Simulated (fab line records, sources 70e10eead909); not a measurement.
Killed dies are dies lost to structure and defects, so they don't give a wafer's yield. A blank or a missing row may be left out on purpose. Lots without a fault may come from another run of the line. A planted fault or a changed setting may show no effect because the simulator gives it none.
Which tool did it? | flow nand_harc | 21 lots, 63 wafers sampled, at 6 steps of a route of 1159

WHAT THE GAUGES READ, wafer by wafer
The record holds no reading of a measuring or inspecting step that can be judged against a usual standard deviation.

WHICH TOOL RAN EACH LOT (tool, then ch and the chambers of the sampled wafers, then the start)
lot  | NHARC_P_STI_ETCH_42               | NHARC_P_GATE_STRIP_108             | NHARC_P_CONTACT_STRIP_28           | NHARC_P_CONTACT_DEGAS_38     | NHARC_P_M0_STRIP_18                | NHARC_P_M0_PVD_20
L074 | rie_diel-11 ch 0,1,2, day 2 16:27 | rie_diel-08 ch 0,1, day 5 00:33    | rie_diel-13 ch 0,2,3, day 6 00:24  | pvd_sputter-03, day 6 01:02  | rie_diel-06 ch 1,2, day 6 10:28    | pvd_sputter-02, no start
L075 | rie_diel-01 ch 0,3, day 2 16:36   | rie_diel-05 ch 2,3, day 5 00:53    | rie_diel-03 ch 1,2,3, day 5 23:49  | pvd_sputter-01, day 6 00:26  | rie_diel-07 ch 0,2, day 6 08:26    | pvd_sputter-02, no start
L076 | rie_diel-10 ch 0,1,2, day 3 03:16 | rie_diel-12 ch 1,2,3, day 5 07:38  | rie_diel-13 ch 0,1,2, day 6 04:31  | pvd_sputter-02, day 6 05:08  | rie_diel-04 ch 0,2,3, day 6 17:43  | pvd_sputter-02, no start
L077 | rie_diel-01 ch 1,2, day 3 08:08   | rie_diel-12 ch 0,1,3, day 5 15:41  | rie_diel-02 ch 0,1,3, day 6 12:20  | pvd_sputter-01, day 6 12:58  | rie_diel-04 ch 0,1,3, day 6 21:50  | pvd_sputter-01, no start
L079 | rie_diel-10 ch 0,2,3, day 3 17:53 | rie_diel-08 ch 0,2,3, day 5 23:25  | rie_diel-13 ch 1,2,3, day 6 19:46  | pvd_sputter-03, day 6 20:22  | rie_diel-07 ch 0,1, day 7 01:38    | pvd_sputter-03, no start
L080 | rie_diel-11 ch 1,2,3, day 4 00:01 | rie_diel-05 ch 0,1,3, day 6 06:04  | rie_diel-13 ch 1,3, day 7 02:27    | pvd_sputter-03, day 7 03:05  | rie_diel-07 ch 1,2,3, day 7 06:40  | pvd_sputter-01, no start
L081 | rie_diel-11 ch 0,1,3, day 4 07:51 | rie_diel-05 ch 1,2, day 6 14:13    | rie_diel-13 ch 0,1,3, day 7 11:03  | pvd_sputter-03, day 7 11:40  | rie_diel-06 ch 2,3, day 7 15:29    | pvd_sputter-02, no start
L082 | rie_diel-10 ch 1,2, day 4 08:01   | rie_diel-12 ch 0,3, day 6 14:10    | rie_diel-13 ch 0,1, day 7 16:48    | pvd_sputter-02, day 7 17:27  | rie_diel-07 ch 2,3, day 8 02:28    | pvd_sputter-01, no start
L083 | rie_diel-10 ch 0,1,3, day 4 18:49 | rie_diel-05 ch 0,1, day 6 21:09    | rie_diel-13 ch 1,2,3, day 7 20:18  | pvd_sputter-03, day 7 20:55  | rie_diel-04 ch 0,2, day 8 05:36    | pvd_sputter-03, no start
L084 | rie_diel-01 ch 2,3, day 4 23:40   | rie_diel-12 ch 0,1, day 7 03:17    | rie_diel-13 ch 0,1,3, day 7 23:40  | pvd_sputter-03, day 8 00:17  | rie_diel-06 ch 1,2,3, day 8 08:56  | pvd_sputter-02, no start
L085 | rie_diel-11 ch 0,2,3, day 5 06:11 | rie_diel-12 ch 0,3, day 7 22:46    | rie_diel-03 ch 0,1,2, day 9 00:16  | pvd_sputter-03, day 9 00:54  | rie_diel-06 ch 0,2, day 9 05:07    | pvd_sputter-03, no start
L086 | rie_diel-01 ch 0,2,3, day 5 17:11 | rie_diel-12 ch 0,2,3, day 7 22:20  | rie_diel-13 ch 0,2,3, day 8 21:17  | pvd_sputter-02, day 8 21:53  | rie_diel-07 ch 0,3, day 9 03:43    | pvd_sputter-01, no start
L088 | rie_diel-01 ch 0,1, day 5 21:40   | rie_diel-08 ch 0,2, day 7 21:25    | rie_diel-03 ch 0,1,2, day 8 18:12  | pvd_sputter-01, day 8 18:51  | rie_diel-04 ch 2,3, day 8 21:42    | pvd_sputter-01, no start
L087 | rie_diel-10 ch 0,1, day 5 21:50   | rie_diel-12 ch 0,2,3, day 7 20:55  | rie_diel-13 ch 0,2,3, day 8 19:31  | pvd_sputter-01, day 8 20:09  | rie_diel-06 ch 0,1,2, day 9 03:05  | pvd_sputter-02, no start
L089 | rie_diel-01 ch 0,1,3, day 6 06:32 | rie_diel-08 ch 0,1,3, day 8 10:13  | rie_diel-03 ch 0,3, day 9 06:23    | pvd_sputter-02, day 9 07:01  | rie_diel-06 ch 1,3, day 9 14:31    | pvd_sputter-01, no start
L091 | rie_diel-11 ch 0,1,3, day 6 13:52 | rie_diel-12 ch 1,3, day 8 18:55    | rie_diel-03 ch 0,1,3, day 9 16:10  | pvd_sputter-02, day 9 16:50  | rie_diel-07 ch 0,2, day 9 23:02    | pvd_sputter-03, no start
L090 | rie_diel-10 ch 0,1, day 6 14:01   | rie_diel-08 ch 0,2, day 8 18:49    | rie_diel-13 ch 0,2,3, day 9 15:48  | pvd_sputter-03, day 9 16:24  | rie_diel-06 ch 0,3, day 9 22:43    | pvd_sputter-03, no start
L092 | rie_diel-01 ch 1,3, day 7 03:08   | rie_diel-08 ch 0,1,2, day 9 13:32  | rie_diel-03 ch 1,2,3, day 10 10:28 | pvd_sputter-03, day 10 11:05 | rie_diel-06 ch 0,2,3, day 10 18:56 | pvd_sputter-02, no start
L093 | rie_diel-11 ch 1,3, day 7 03:17   | rie_diel-08 ch 2,3, day 9 12:29    | rie_diel-03 ch 1,2,3, day 10 09:00 | pvd_sputter-02, day 10 09:37 | rie_diel-04 ch 0,3, day 10 13:55   | pvd_sputter-03, no start
L095 | rie_diel-10 ch 0,1,2, day 7 17:08 | rie_diel-12 ch 0,2,3, day 10 02:45 | rie_diel-02 ch 0,2,3, day 10 23:45 | pvd_sputter-01, day 11 00:22 | rie_diel-04 ch 0,1, day 11 03:36   | pvd_sputter-03, no start
L097 | rie_diel-11 ch 0,1,2, day 8 05:26 | rie_diel-05 ch 0,3, day 10 09:40   | rie_diel-02 ch 0,2, day 11 06:22   | pvd_sputter-02, day 11 07:01 | rie_diel-07 ch 0,1,3, day 11 11:23 | pvd_sputter-03, no start
- NHARC_P_STI_ETCH_42: etches the open film in N2/H2, target depth 80 nm, overetch 24 nm, time 61 s.
- NHARC_P_GATE_STRIP_108: strips in O2.
- NHARC_P_CONTACT_STRIP_28: strips in O2.
- NHARC_P_CONTACT_DEGAS_38: time 60 s.
- NHARC_P_M0_STRIP_18: strips in N2/H2.
- NHARC_P_M0_PVD_20: deposits TaN, target thk 5 nm, time 8.06 s.

WHAT THE TOOLS THEMSELVES READ (means of the sampled wafers that have a number; where no wafer has one, the mark that the record gives instead)
NHARC_P_STI_ETCH_42.
lot  | tool        | bias_w (W) | drypump_motor_current_A (A) | n2_flow_sccm (sccm) | oes_product_au (a.u.) | rf_vpp_V (V) | showerhead_plenum_p_Torr (Torr) | throttle_valve_pct (%)
L074 | rie_diel-11 | 149.7      | 5.59                        | 150.3               | 1.002                 | 431.5        | 2.05                            | 14.181
L075 | rie_diel-01 | 150.0      | 5.71                        | 149.9               | 1.010                 | 432.6        | 2.10                            | 14.172
L076 | rie_diel-10 | 149.7      | 5.69                        | 149.6               | 0.994                 | 430.7        | 2.05                            | 14.170
L077 | rie_diel-01 | 149.9      | 5.85                        | 149.3               | 0.992                 | 430.0        | 2.01                            | 14.169
L079 | rie_diel-10 | 150.0      | 5.77                        | 149.9               | 0.992                 | 430.4        | 2.05                            | 14.166
L080 | rie_diel-11 | 149.9      | 5.76                        | 150.0               | 1.013                 | 431.7        | 2.08                            | 14.168
L081 | rie_diel-11 | 150.3      | 5.71                        | 149.9               | 0.998                 | 433.3        | 2.12                            | 14.170
L082 | rie_diel-10 | 150.0      | 5.94                        | 150.3               | 0.994                 | 429.0        | 1.99                            | 14.167
L083 | rie_diel-10 | 149.9      | 5.68                        | 150.0               | 0.998                 | 432.4        | 2.08                            | 14.171
L084 | rie_diel-01 | 149.9      | 5.85                        | 150.1               | 1.007                 | 431.1        | 2.03                            | 14.172
L085 | rie_diel-11 | 149.8      | 5.85                        | 149.9               | 0.992                 | 432.2        | 2.09                            | 14.171
L086 | rie_diel-01 | 149.7      | 5.79                        | 149.6               | 1.011                 | 430.1        | 2.06                            | 14.162
L088 | rie_diel-01 | 149.7      | 5.73                        | 149.7               | 1.006                 | 431.7        | 2.09                            | 14.168
L087 | rie_diel-10 | 150.2      | 5.59                        | 150.5               | 0.984                 | 430.7        | 2.07                            | 14.162
L089 | rie_diel-01 | 149.7      | 5.75                        | 150.4               | 0.992                 | 430.8        | 2.06                            | 14.179
L091 | rie_diel-11 | 149.5      | 5.71                        | 150.1               | 1.001                 | 433.0        | 2.12                            | 14.166
L090 | rie_diel-10 | 150.3      | 5.40                        | 149.7               | 0.996                 | 432.5        | 2.11                            | 14.174
L092 | rie_diel-01 | 149.9      | 5.81                        | 150.0               | 0.987                 | 430.0        | 2.02                            | 14.170
L093 | rie_diel-11 | 149.7      | 5.88                        | 149.7               | 1.018                 | 433.6        | 2.15                            | 14.174
L095 | rie_diel-10 | 150.2      | 5.69                        | 149.7               | 0.996                 | 430.5        | 2.05                            | 14.166
L097 | rie_diel-11 | 149.7      | 5.57                        | 149.6               | 0.996                 | 430.4        | 2.05                            | 14.171

NHARC_P_GATE_STRIP_108.
lot  | tool        | drypump_motor_current_A (A) | oes_product_au (a.u.) | rf_vpp_V (V) | showerhead_plenum_p_Torr (Torr) | throttle_valve_pct (%)
L074 | rie_diel-08 | 6.1                         | 0.998                 | 58.2         | 3.36                            | 17.039
L075 | rie_diel-05 | 5.3                         | 1.004                 | 57.6         | 3.40                            | 17.036
L076 | rie_diel-12 | 5.9                         | 1.008                 | 58.6         | 3.46                            | 17.027
L077 | rie_diel-12 | 6.3                         | 1.014                 | 57.2         | 3.44                            | 17.044
L079 | rie_diel-08 | 6.0                         | 1.001                 | 56.4         | 3.39                            | 17.033
L080 | rie_diel-05 | 5.6                         | 1.003                 | 57.5         | 3.42                            | 17.043
L081 | rie_diel-05 | 6.1                         | 1.001                 | 57.9         | 3.39                            | 17.036
L082 | rie_diel-12 | 6.4                         | 1.025                 | 57.5         | 3.38                            | 17.033
L083 | rie_diel-05 | 5.9                         | 1.001                 | 57.3         | 3.38                            | 17.036
L084 | rie_diel-12 | 6.4                         | 1.002                 | 57.0         | 3.50                            | 17.045
L085 | rie_diel-12 | 6.4                         | 1.011                 | 57.1         | 3.38                            | 17.026
L086 | rie_diel-12 | 6.1                         | 1.008                 | 57.6         | 3.46                            | 17.028
L088 | rie_diel-08 | 5.9                         | 1.004                 | 57.3         | 3.33                            | 17.034
L087 | rie_diel-12 | 6.1                         | 1.008                 | 57.7         | 3.46                            | 17.035
L089 | rie_diel-08 | 6.2                         | 1.002                 | 57.6         | 3.39                            | 17.036
L091 | rie_diel-12 | 6.2                         | 1.007                 | 57.4         | 3.37                            | 17.030
L090 | rie_diel-08 | 6.0                         | 1.000                 | 57.1         | 3.31                            | 17.050
L092 | rie_diel-08 | 6.1                         | 1.005                 | 57.0         | 3.32                            | 17.038
L093 | rie_diel-08 | 6.0                         | 1.007                 | 57.8         | 3.42                            | 17.028
L095 | rie_diel-12 | 6.1                         | 0.997                 | 57.7         | 3.45                            | 17.031
L097 | rie_diel-05 | 5.5                         | 1.004                 | 57.9         | 3.37                            | 17.036

NHARC_P_CONTACT_STRIP_28.
lot  | tool        | drypump_motor_current_A (A) | oes_product_au (a.u.) | rf_vpp_V (V) | showerhead_plenum_p_Torr (Torr) | throttle_valve_pct (%)
L074 | rie_diel-13 | 6.1                         | 1.002                 | 57.2         | 3.36                            | 17.039
L075 | rie_diel-03 | 5.4                         | 0.991                 | 58.2         | 3.54                            | 17.034
L076 | rie_diel-13 | 6.2                         | 1.000                 | 57.1         | 3.47                            | 17.031
L077 | rie_diel-02 | 5.6                         | 1.012                 | 57.6         | 3.58                            | 17.040
L079 | rie_diel-13 | 6.2                         | 1.006                 | 57.4         | 3.52                            | 17.042
L080 | rie_diel-13 | 6.0                         | 1.002                 | 59.2         | 3.56                            | 17.043
L081 | rie_diel-13 | 6.0                         | 1.008                 | 57.4         | 3.51                            | 17.032
L082 | rie_diel-13 | 6.2                         | 1.008                 | 58.4         | 3.61                            | 17.034
L083 | rie_diel-13 | 6.2                         | 1.012                 | 56.9         | 3.52                            | 17.037
L084 | rie_diel-13 | 6.0                         | 1.005                 | 58.0         | 3.51                            | 17.042
L085 | rie_diel-03 | 5.5                         | 0.988                 | 58.0         | 3.59                            | 17.044
L086 | rie_diel-13 | 6.1                         | 1.006                 | 56.5         | 3.36                            | 17.036
L088 | rie_diel-03 | 5.5                         | 0.993                 | 58.0         | 3.60                            | 17.042
L087 | rie_diel-13 | 6.1                         | 1.003                 | 57.5         | 3.36                            | 17.034
L089 | rie_diel-03 | 5.7                         | 0.998                 | 58.4         | 3.55                            | 17.038
L091 | rie_diel-03 | 5.5                         | 1.015                 | 57.8         | 3.55                            | 17.038
L090 | rie_diel-13 | 6.1                         | 1.012                 | 57.4         | 3.36                            | 17.028
L092 | rie_diel-03 | 5.4                         | 0.988                 | 57.7         | 3.54                            | 17.037
L093 | rie_diel-03 | 5.4                         | 0.995                 | 57.4         | 3.54                            | 17.041
L095 | rie_diel-02 | 5.6                         | 1.003                 | 57.5         | 3.49                            | 17.030
L097 | rie_diel-02 | 5.9                         | 1.002                 | 58.1         | 3.41                            | 17.037

NHARC_P_CONTACT_DEGAS_38.
lot  | tool           | heater_power_w (W)
L074 | pvd_sputter-03 | 454
L075 | pvd_sputter-01 | 505
L076 | pvd_sputter-02 | 428
L077 | pvd_sputter-01 | 444
L079 | pvd_sputter-03 | 448
L080 | pvd_sputter-03 | 421
L081 | pvd_sputter-03 | 411
L082 | pvd_sputter-02 | 425
L083 | pvd_sputter-03 | 455
L084 | pvd_sputter-03 | 427
L085 | pvd_sputter-03 | 427
L086 | pvd_sputter-02 | 449
L088 | pvd_sputter-01 | 470
L087 | pvd_sputter-01 | 510
L089 | pvd_sputter-02 | 424
L091 | pvd_sputter-02 | 418
L090 | pvd_sputter-03 | 429
L092 | pvd_sputter-03 | 457
L093 | pvd_sputter-02 | 388
L095 | pvd_sputter-01 | 513
L097 | pvd_sputter-02 | 445

NHARC_P_M0_STRIP_18.
lot  | tool        | drypump_motor_current_A (A) | n2_flow_sccm (sccm) | oes_product_au (a.u.) | rf_vpp_V (V) | showerhead_plenum_p_Torr (Torr) | throttle_valve_pct (%)
L074 | rie_diel-06 | 5.68                        | 149.6               | 1.010                 | 91.0         | 2.12                            | 14.169
L075 | rie_diel-07 | 5.66                        | 149.8               | 1.004                 | 90.1         | 1.91                            | 14.167
L076 | rie_diel-04 | 5.92                        | 150.2               | 1.003                 | 91.6         | 2.07                            | 14.175
L077 | rie_diel-04 | 5.81                        | 150.3               | 0.987                 | 91.1         | 2.07                            | 14.174
L079 | rie_diel-07 | 5.25                        | 149.9               | 0.995                 | 91.0         | 2.11                            | 14.170
L080 | rie_diel-07 | 5.40                        | 150.7               | 1.000                 | 90.2         | 2.01                            | 14.168
L081 | rie_diel-06 | 5.70                        | 149.9               | 1.023                 | 90.2         | 2.07                            | 14.177
L082 | rie_diel-07 | 5.57                        | 149.8               | 0.996                 | 89.7         | 1.92                            | 14.182
L083 | rie_diel-04 | 5.94                        | 149.7               | 0.994                 | 90.9         | 2.03                            | 14.177
L084 | rie_diel-06 | 5.78                        | 149.5               | 1.009                 | 91.1         | 2.05                            | 14.164
L085 | rie_diel-06 | 5.65                        | 149.7               | 1.008                 | 92.0         | 2.19                            | 14.163
L086 | rie_diel-07 | 5.66                        | 149.4               | 0.988                 | 90.4         | 1.92                            | 14.179
L088 | rie_diel-04 | 6.02                        | 149.8               | 0.997                 | 90.4         | 2.02                            | 14.165
L087 | rie_diel-06 | 5.89                        | 150.2               | 0.996                 | 91.0         | 2.11                            | 14.170
L089 | rie_diel-06 | 6.00                        | 149.9               | 0.986                 | 89.4         | 1.96                            | 14.163
L091 | rie_diel-07 | 5.70                        | 150.1               | 0.986                 | 90.6         | 1.92                            | 14.163
L090 | rie_diel-06 | 5.94                        | 149.8               | 1.007                 | 91.0         | 2.05                            | 14.174
L092 | rie_diel-06 | 5.81                        | 149.6               | 1.010                 | 91.0         | 2.12                            | 14.176
L093 | rie_diel-04 | 5.83                        | 150.2               | 0.991                 | 91.2         | 2.12                            | 14.172
L095 | rie_diel-04 | 5.73                        | 149.9               | 0.989                 | 90.7         | 2.02                            | 14.175
L097 | rie_diel-07 | 5.43                        | 149.7               | 1.005                 | 90.1         | 2.02                            | 14.172

NHARC_P_M0_PVD_20.
lot  | tool           | cathode_dc_power_W (W) | throttle_valve_pct (%)
L074 | pvd_sputter-02 | 15003                  | 29.4
L075 | pvd_sputter-02 | 15004                  | 28.6
L076 | pvd_sputter-02 | 15000                  | 29.7
L077 | pvd_sputter-01 | 14999                  | 30.0
L079 | pvd_sputter-03 | 15001                  | 30.4
L080 | pvd_sputter-01 | 15000                  | 30.4
L081 | pvd_sputter-02 | 14998                  | 28.7
L082 | pvd_sputter-01 | 15000                  | 30.7
L083 | pvd_sputter-03 | 14999                  | 30.2
L084 | pvd_sputter-02 | 15002                  | 29.6
L085 | pvd_sputter-03 | 14998                  | 30.4
L086 | pvd_sputter-01 | 15003                  | 31.1
L088 | pvd_sputter-01 | 14998                  | 29.8
L087 | pvd_sputter-02 | 15000                  | 30.0
L089 | pvd_sputter-01 | 15001                  | 30.3
L091 | pvd_sputter-03 | 15000                  | 29.6
L090 | pvd_sputter-03 | 15001                  | 29.7
L092 | pvd_sputter-02 | 15000                  | 29.3
L093 | pvd_sputter-03 | 14999                  | 30.1
L095 | pvd_sputter-03 | 15002                  | 29.5
L097 | pvd_sputter-03 | 15002                  | 29.9

THE ANSWER, worked out from the rows above alone
Rule: what is usual is taken from the lots themselves. Put in order of their means at a reading, lots are off if they are a third of the lots or fewer, leave a main group of 4 or more, and stand apart from it by a gap of 3 or more times the standard deviation of the main group's means; of several such gaps the widest counts. A main group whose means are all the same, to the digits that the tables above print for the reading, isn't used. A lot without any number at a reading at which 4 lots or more have one is off too. The other lots that the step has rows for count as sound. The gauges are gone through in route order, then the tools' own readings, and for those a lot's mean is taken as printed above. The first step at which some lot is off is used, and at that step the reading that is off furthest; a lot without a number counts as furthest.
No lot is off at any reading shown: from this, nothing can be told.

WHAT THE SIMULATOR HAD PUT IN
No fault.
